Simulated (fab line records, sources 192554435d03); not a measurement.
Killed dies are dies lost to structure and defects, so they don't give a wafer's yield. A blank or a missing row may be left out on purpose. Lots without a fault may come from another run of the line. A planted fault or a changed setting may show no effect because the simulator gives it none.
Split-lot experiment | flow n5_finfet | 7 lots, 39 wafers read, on a route of 1938 steps

THE SPLIT
At N5_BEOL_M5_CVD_47 (deposits Co from CCTBA/H2, target thk 3 nm, time 216 s), the setting target_thk_a was moved away from the recipe's 30 angstrom on 15 of the 39 wafers read, by -37.8% to +26.5%. The other wafers ran this setting at the recipe's value.

The reading is taken at the split's own step.

THE READING
Co_of_BEOL_M5_CVD_47.thk_nm (the simulator's own value, which no gauge read), in nm, at N5_BEOL_M5_CVD_47 (deposits Co from CCTBA/H2, target thk 3 nm, time 216 s). The file gives no usual value for it. The 24 wafers here that ran the recipe average 3.0 nm, standard deviation 0.15 nm.

wafer  | tool, chamber at the split | target_thk_a as run, angstrom | against the recipe | Co_of_BEOL_M5_CVD_47.thk_nm, nm | against lot-mates on the recipe
L075.1 | cvd_co-02, 2               | 30                            | recipe             | 2.8                             | -
L075.6 | cvd_co-02, 2               | 30                            | recipe             | 2.8                             | -
L075.2 | cvd_co-02, 1,0             | 24.41                         | -18.6%             | 2.4                             | -0.5
L075.5 | cvd_co-02, 1,0             | 24.41                         | -18.6%             | 2.4                             | -0.5
L075.3 | cvd_co-02, 0               | 24.41                         | -18.6%             | 2.2                             | -0.7
L075.4 | cvd_co-02, 1               | 30                            | recipe             | 3.2                             | -
L078.1 | cvd_co-01, 1               | 30                            | recipe             | 3                               | -
L078.4 | cvd_co-01, 1,2             | 30                            | recipe             | 2.8                             | -
L078.6 | cvd_co-01, 1,2             | 30                            | recipe             | 2.8                             | -
L079.1 | cvd_co-02, 1               | 30                            | recipe             | 3.2                             | -
L079.5 | cvd_co-02, 1               | 30                            | recipe             | 3.2                             | -
L079.2 | cvd_co-02, 2               | 19.49                         | -35.0%             | 1.8                             | -1.3
L079.3 | cvd_co-02, 0               | 19.49                         | -35.0%             | 2                               | -1.1
L079.6 | cvd_co-02, 0               | 19.49                         | -35.0%             | 2                               | -1.1
L079.4 | cvd_co-02, 2               | 30                            | recipe             | 3                               | -
L083.1 | cvd_co-01, 1,1,0           | 30                            | recipe             | 3                               | -
L083.5 | cvd_co-01, 1,1,0           | 30                            | recipe             | 3                               | -
L083.6 | cvd_co-01, 1,1,0           | 30                            | recipe             | 3                               | -
L083.2 | cvd_co-01, 0,2,2           | 37.96                         | +26.5%             | 3.8                             | +0.8
L083.3 | cvd_co-01, 0,2,2           | 37.96                         | +26.5%             | 3.8                             | +0.8
L083.4 | cvd_co-01, 0,2,2           | 37.96                         | +26.5%             | 3.8                             | +0.8
L084.1 | cvd_co-02, 0,1             | 30                            | recipe             | 3                               | -
L084.6 | cvd_co-02, 0,1             | 30                            | recipe             | 3                               | -
L084.2 | cvd_co-02, 2               | 18.66                         | -37.8%             | 1.6                             | -1.3
L084.3 | cvd_co-02, 1,0             | 18.66                         | -37.8%             | 1.8                             | -1.1
L084.5 | cvd_co-02, 1,0             | 18.66                         | -37.8%             | 1.8                             | -1.1
L084.4 | cvd_co-02, 2               | 30                            | recipe             | 2.8                             | -
L089.1 | cvd_co-01, 2,0             | 30                            | recipe             | 2.8                             | -
L089.5 | cvd_co-01, 2,0             | 30                            | recipe             | 2.8                             | -
L089.2 | cvd_co-01, 0,1,1,2         | 30                            | recipe             | 3                               | -
L089.3 | cvd_co-01, 0,1,1,2         | 30                            | recipe             | 3                               | -
L089.4 | cvd_co-01, 0,1,1,2         | 30                            | recipe             | 3                               | -
L089.6 | cvd_co-01, 0,1,1,2         | 30                            | recipe             | 3                               | -
L095.1 | cvd_co-02, 2               | 24.71                         | -17.6%             | 2.8                             | -0.3
L095.2 | cvd_co-02, 0,2             | 24.71                         | -17.6%             | 2.6                             | -0.5
L095.4 | cvd_co-02, 0,2             | 24.71                         | -17.6%             | 2.6                             | -0.5
L095.3 | cvd_co-02, 1               | 30                            | recipe             | 3.2                             | -
L095.5 | cvd_co-02, 1               | 30                            | recipe             | 3.2                             | -
L095.6 | cvd_co-02, 0               | 30                            | recipe             | 2.8                             | -
Where a row lists several chambers, the file gives one row for several wafers and doesn't say which wafer went through which chamber.

THE FIT
A straight line over all 39 wafers: Co_of_BEOL_M5_CVD_47.thk_nm changes by +0.0307 nm for each +1% of target_thk_a; r = +0.96; the points scatter about the line by 0.15 nm.
The same after taking each lot's own level away (the mean of its wafers on the recipe; 39 wafers): +0.0316 nm for each +1%; r = +0.97; scatter 0.12 nm.
On that fit, the largest move of target_thk_a shifts the reading by 1.2 nm.
The lots' own levels span 2.87 to 3.13 nm, that is 1.8 times the standard deviation above.
So the lot-to-lot level changes the slope little: the two slopes agree.
Check: with one of the wafers moved furthest among these (-37.8%) left out of the fit, the line predicts -1.17 nm for it against its lot-mates. It came out at -1.33 nm against them.

OTHER SPLITS ON THESE WAFERS
These wafers also went through other splits before the reading. Each is held against what the fit with the lots' levels taken away leaves over:
other split on the same wafers              | wafers away from the commonest value | r with Co_of_BEOL_M5_CVD_47.thk_nm (lot level and that fit taken away)
N5_BEOL_M0_SAQP_SPACER2_ALD_26 target_thk_a | 15                                   | -0.14
N5_BEOL_M3_ALD_98 ald_cycles                | 15                                   | -0.19

THE FILE'S OWN FIT
Co_of_BEOL_M5_CVD_47.thk_nm changes by +0.0316 nm for each +1% of target_thk_a, r = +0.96.
